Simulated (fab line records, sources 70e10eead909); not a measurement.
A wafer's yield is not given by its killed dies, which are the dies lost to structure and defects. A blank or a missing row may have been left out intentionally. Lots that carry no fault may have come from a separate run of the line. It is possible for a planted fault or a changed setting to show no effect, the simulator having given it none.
Which tool did it? | flow nand harc | 11 lots, 33 wafers sampled, at 5 steps of a route of 1302

== WHAT THE GAUGES SHOWED, per wafer ==
NHARC_END_SORT_01.
lot  | measured     | on        | killed at array
L573 | day 25 03:58 | prober-01 | 672 674 675
L574 | day 26 00:52 | prober-02 | 674 673 674
L580 | day 28 05:04 | prober-02 | 667 669 673

== EACH LOT AND THE TOOL THAT RAN IT (in order: tool; ch and the chambers of the sampled wafers; start) ==
lot  | NHARC_A_CHANNEL_HOLE_D2_DEP_00                                  | NHARC_A_CHANNEL_HOLE_D2_DESCUM_15  | NHARC_A_CHANNEL_HOLE_D2_ETCH_16               | NHARC_A_CHANNEL_HOLE_D2_ETCH_20
L570 | acl dep-01 ch 0, day 13 01:25                                   | rie diel-11 ch 0,2, day 13 03:55   | rie diel-11 ch 0,2, day 13 04:43              | har etch-02 ch 0,1, day 13 05:50
L572 | acl dep-01 ch 0, day 13 23:14                                   | rie diel-11 ch 1,2, day 14 02:04   | rie diel-11 ch 0,3, day 14 05:34 or earlier   | har etch-01 ch 0,1, day 14 05:34
L573 | acl dep-02 ch 0, day 13 23:40                                   | rie diel-02 ch 0,3, day 14 04:59   | rie diel-02 ch 0,3, day 14 06:37 or earlier   | har etch-02 ch 1, day 14 06:37
L574 | acl dep-03 ch 0, day 14 13:25                                   | rie diel-11 ch 0,1,3, day 14 18:44 | rie diel-11 ch 2,3, day 14 20:02 or earlier   | har etch-01 ch 0, day 14 20:02
L571 | acl dep-02 ch 0, day 15 22:32                                   | rie diel-02 ch 0,2,3, day 16 01:44 | rie diel-02 ch 1,2,3, day 16 03:04 or earlier | har etch-02 ch 0,1, day 16 03:04
L580 | acl dep-03 ch 0, day 16 19:22 and acl dep-01 ch 0, day 16 21:36 | rie diel-02 ch 1,2, day 17 00:23   | rie diel-02 ch 0,2,3, day 17 01:41 or earlier | har etch-01 ch 0,1, day 17 01:41
L585 | acl dep-02 ch 0, day 19 08:29                                   | rie diel-02 ch 0,3, day 19 11:22   | rie diel-02 ch 1,2,3, day 19 14:45 or earlier | har etch-01 ch 0,1, day 19 14:45
L589 | acl dep-02 ch 0, day 20 19:08                                   | rie diel-03 ch 2,3, day 20 21:20   | rie diel-03 ch 0,1,3, day 20 22:44 or earlier | har etch-01 ch 0,1, day 20 22:44
L590 | acl dep-02 ch 0, day 21 16:22                                   | rie diel-02 ch 1,2, day 21 19:03   | rie diel-02 ch 0,3, day 21 20:20 or earlier   | har etch-02 ch 0, day 21 20:20
L591 | acl dep-03 ch 0, day 21 17:11                                   | rie diel-02 ch 1,2,3, day 21 20:04 | rie diel-02 ch 0,1,3, day 21 22:27 or earlier | har etch-01 ch 0,1, day 21 22:27
L592 | acl dep-02 ch 0, day 21 18:15                                   | rie diel-11 ch 2,3, day 21 20:56   | rie diel-11 ch 1,2,3, day 22 00:31 or earlier | har etch-02 ch 0, day 22 00:31
- NHARC_A_CHANNEL_HOLE_D2_DEP_00: deposits aC, target thk 3100 nm.
- NHARC_A_CHANNEL_HOLE_D2_DESCUM_15: chemistry O2, time 3 s.
- NHARC_A_CHANNEL_HOLE_D2_ETCH_16: etches the open film in O2/COS, target depth 3100 nm, time 806 s.
- NHARC_A_CHANNEL_HOLE_D2_ETCH_20: etches the open film in C4F8/O2/Ar, time 361.9 s, target depth 1600 nm.

== THE ANSWER, worked out from the rows above alone ==
Rule: the lots themselves supply what counts as usual. The widest of any qualifying gaps counts: lots, ordered by their means at a reading, are off when they make up no more than a third of the lots, leave a main group of 4 or more, and stand apart from it by 3 or more times the standard deviation of that group's means. The tables above print the reading to a certain number of digits; a main group whose means all agree to those digits is not used. A lot without any number at a reading at which 4 lots or more have one is off too. Where the step has rows for the other lots, those lots are counted as sound.
Across all readings shown, no lot is off: no conclusion can be drawn from this.

== WHAT THE SIMULATOR HAD INSERTED ==
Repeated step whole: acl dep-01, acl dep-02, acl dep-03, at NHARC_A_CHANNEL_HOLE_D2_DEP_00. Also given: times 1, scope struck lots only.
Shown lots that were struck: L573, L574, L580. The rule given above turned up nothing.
